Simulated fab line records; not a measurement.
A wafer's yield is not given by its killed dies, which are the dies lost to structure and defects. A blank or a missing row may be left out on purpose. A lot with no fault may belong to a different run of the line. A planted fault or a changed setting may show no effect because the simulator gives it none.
One fault through the eyes of 2 desks | flow n5-finfet | each desk has only its own numbers; what lay behind them comes last

AT THE METROLOGY DESK
What the gauges read for every lot (on any tool): the sampled wafers with a number, averaged. A lot is out of limits, marked OUT, if its mean lies more than 4 standard deviations from the usual mean; the brackets give that distance.
Columns: A = cd-nm at N5_PASSIVATION_CD_MEAS_30, usual 3998.8 nm
lot  | first seen here | A
L512 | day 12 15:59    | 3999.3
L513 | day 12 16:09    | 3997.5
L514 | day 13 01:27    | 4000.3
L518 | day 14 13:59    | 3941.7 (-32) OUT
L522 | day 15 14:27    | 3940.6 (-32) OUT
L524 | day 15 18:11    | 4000.3
L526 | day 16 22:38    | 3999.4
L527 | day 17 02:36    | 3998.0
L530 | day 17 16:09    | 4000.3
L531 | day 17 23:29    | 3999.8
This desk finds L518, L522 out of limits, L518 being first, at day 14 13:59 (cd-nm at N5_PASSIVATION_CD_MEAS_30). L512, L513, L514, L524, L526, L527, L530, L531: within limits.

FOR THE TOOL OWNER'S DESK: krf-scanner-01
The tool's own readings at N5_PASSIVATION_EXPOSE_27 (exposes mask PAD, defocus 0 nm): means of the sampled wafers that have a number, for each lot that ran on this tool. A lot is out of limits, marked OUT, if its mean lies more than 4 standard deviations from the usual mean; the brackets give that distance.
Columns: A = exposure-dose-mJ-cm2 at N5_PASSIVATION_EXPOSE_27, usual 32.31
lot  | first seen here | A
L512 | day 12 15:49    | 32.33
L514 | day 13 01:17    | 32.31
L518 | day 14 13:48    | 23.39 (-99 or more) OUT
L522 | day 15 14:16    | 23.39 (-99 or more) OUT
This desk finds L518, L522 out of limits, L518 being first, at day 14 13:48 (exposure-dose-mJ-cm2 at N5_PASSIVATION_EXPOSE_27). L512, L514: within limits.

TAKEN TOGETHER
At day 14 13:48, on L518, L522, the tool owner's desk was in a position to raise an alarm.
The metrology desk could have raised an alarm at day 14 13:59, on L518, L522.
On krf-scanner-01, each named lot ran N5_PASSIVATION_EXPOSE_27.

WHAT HAD BEEN PUT IN BY THE SIMULATOR
Process parameter drift: krf-scanner-01, from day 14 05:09 on, at N5_PASSIVATION_EXPOSE_27. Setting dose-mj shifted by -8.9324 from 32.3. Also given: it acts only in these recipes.
Shown lots that were struck: L518, L522.
Counting hours from when the fault started, the first reading out of limits came at 9 for the tool owner's desk and at 9 for the metrology desk.
